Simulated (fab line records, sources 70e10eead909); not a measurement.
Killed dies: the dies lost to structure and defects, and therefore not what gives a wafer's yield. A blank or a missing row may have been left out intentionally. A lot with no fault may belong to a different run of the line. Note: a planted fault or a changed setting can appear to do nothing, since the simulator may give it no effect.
Which tool is to blame? | flow nand harc | 6 lots, 18 wafers sampled, at 3 steps of a route of 1159

== WHAT THE GAUGES READ, wafer by wafer ==
NHARC_A_M1_CD_MEAS_09 targets a cd of 120 nm.
lot  | measured     | on        | cd nm (nm)
L155 | day 19 05:31 | cd sem-03 | 42.0 41.3 41.7
L161 | day 20 11:12 | cd sem-02 | 121.0 120.5 120.9
L166 | day 21 18:27 | cd sem-01 | 119.9 119.3 120.0
L163 | day 21 23:44 | cd sem-02 | 120.5 120.2 120.1
L169 | day 22 10:15 | cd sem-02 | 119.5 118.4 119.4
L171 | day 23 11:33 | cd sem-03 | 120.5 120.3 120.6

== TOOL THAT RAN EACH LOT (tool first, then ch and the chambers of the sampled wafers, then the start) ==
lot  | NHARC_A_M0_PRE_CLEAN_29                 | NHARC_A_M1_PEB_07
L155 | pvd sputter-03, day 19 04:05 or earlier | litho track-06 ch 0, day 19 05:26
L161 | pvd sputter-01, day 20 09:47 or earlier | litho track-04 ch 0, day 20 11:07
L166 | pvd sputter-03, day 21 17:12 or earlier | litho track-01 ch 0, day 21 18:22
L163 | pvd sputter-01, day 21 22:22 or earlier | litho track-01 ch 0, day 21 23:40
L169 | pvd sputter-02, day 22 08:34 or earlier | litho track-06 ch 0, day 22 10:10
L171 | pvd sputter-02, day 23 10:18 or earlier | litho track-01 ch 0, day 23 11:28
- NHARC_A_M0_PRE_CLEAN_29: time 30 s.
- NHARC_A_M1_PEB_07: peb time 65 s.

== THE ANSWER, worked out from the rows above alone ==
Rule: the lots themselves supply what counts as usual. The widest of any qualifying gaps counts: lots, ordered by their means at a reading, are off when they make up no more than a third of the lots, leave a main group of 4 or more, and stand apart from it by 3 or more times the standard deviation of that group's means. A main group is skipped when, at the precision printed for the reading in the tables above, its means are all equal. A lot without any number at a reading at which 4 lots or more have one is off too. All remaining lots with rows at the step are treated as sound.
Off, at NHARC_A_M1_CD_MEAS_09 on cd nm: L155. The main group has a mean of 120.1 nm with a standard deviation of 0.6.
A tool fits if, at a process step before that reading, it ran every lot that is off, and no sound lot after the first of them. The gauges at NHARC_A_M1_CD_MEAS_09 are tried like those tools. NHARC_A_M0_PRE_CLEAN_29 gives no start for some lots, so the hours and the order of its lots are those of NHARC_A_M0_INSPECT_27. None of those tried fits.

== WHAT THE SIMULATOR HAD INSERTED ==
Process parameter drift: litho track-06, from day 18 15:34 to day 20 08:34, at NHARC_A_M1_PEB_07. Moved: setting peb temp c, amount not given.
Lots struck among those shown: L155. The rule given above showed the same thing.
